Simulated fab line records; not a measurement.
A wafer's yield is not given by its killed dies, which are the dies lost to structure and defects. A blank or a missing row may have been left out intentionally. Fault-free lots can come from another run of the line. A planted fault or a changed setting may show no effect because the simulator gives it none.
Matching of chambers -- flow n5 finfet -- ald hk-01 running N5_MIM_TOP_ALD_00: 4 sister chambers
The step deposits Al2O3, purge time 3 s, co reactant pulse time 3 s. 8 wafers are shown with their chamber, then 10 later ones without.

## WAFERS WITH THEIR CHAMBER
wafer,chamber,precursor pulse height rel
L088.1,2,1.043
L088.2,0,1.028
L088.3,1,0.997
L088.4,3,0.993
L088.5,0,0.993
L088.6,1,1.010
L094.1,2,1.007
L094.5,3,1.009

## WAFERS WITH NO CHAMBER GIVEN
wafer,precursor pulse height rel
L094.6,1.018
L097.3,0.993
L097.5,1.007
L097.6,0.989
L096.3,0.982
L096.4,0.970
L096.5,0.998
L095.1,1.010
L095.5,1.005
L095.6,0.968

## THE CHAMBER EACH PASSED THROUGH
wafer,from the rows above,in truth
L094.6,can't be placed: 2 or 0 or 1 or 3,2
L097.3,can't be placed: 3 or 1 or 0 or 2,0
L097.5,can't be placed: 1 or 0 or 3 or 2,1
L097.6,can't be placed: 3 or 1 or 0 or 2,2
L096.3,can't be placed: 3 or 1 or 0 or 2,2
L096.4,can't be placed: 3 or 1 or 0 or 2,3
L096.5,can't be placed: 3 or 1 or 0 or 2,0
L095.1,can't be placed: 0 or 1 or 3 or 2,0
L095.5,can't be placed: 1 or 3 or 0 or 2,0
L095.6,can't be placed: 3 or 1 or 0 or 2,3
Placed correctly: 0 of 10. These rows do not allow placing 10 (true chamber among the candidates in 10). Wrongly placed: 0.
How it was worked out, from the rows above alone: a wafer's distance from a chamber is the root of the sum, over the readings, of the square of ((its reading less the chamber's mean) divided by the reading's scatter). The wafer belongs to the nearest chamber; if the next one is less than 2 further off, it can't be placed. The mean given for a chamber averages the wafers shown for that chamber. How the scatter is found: for the shown wafers, subtract from each reading the mean of its chamber, square and add these, divide the total by (wafers less chambers), then take the root.
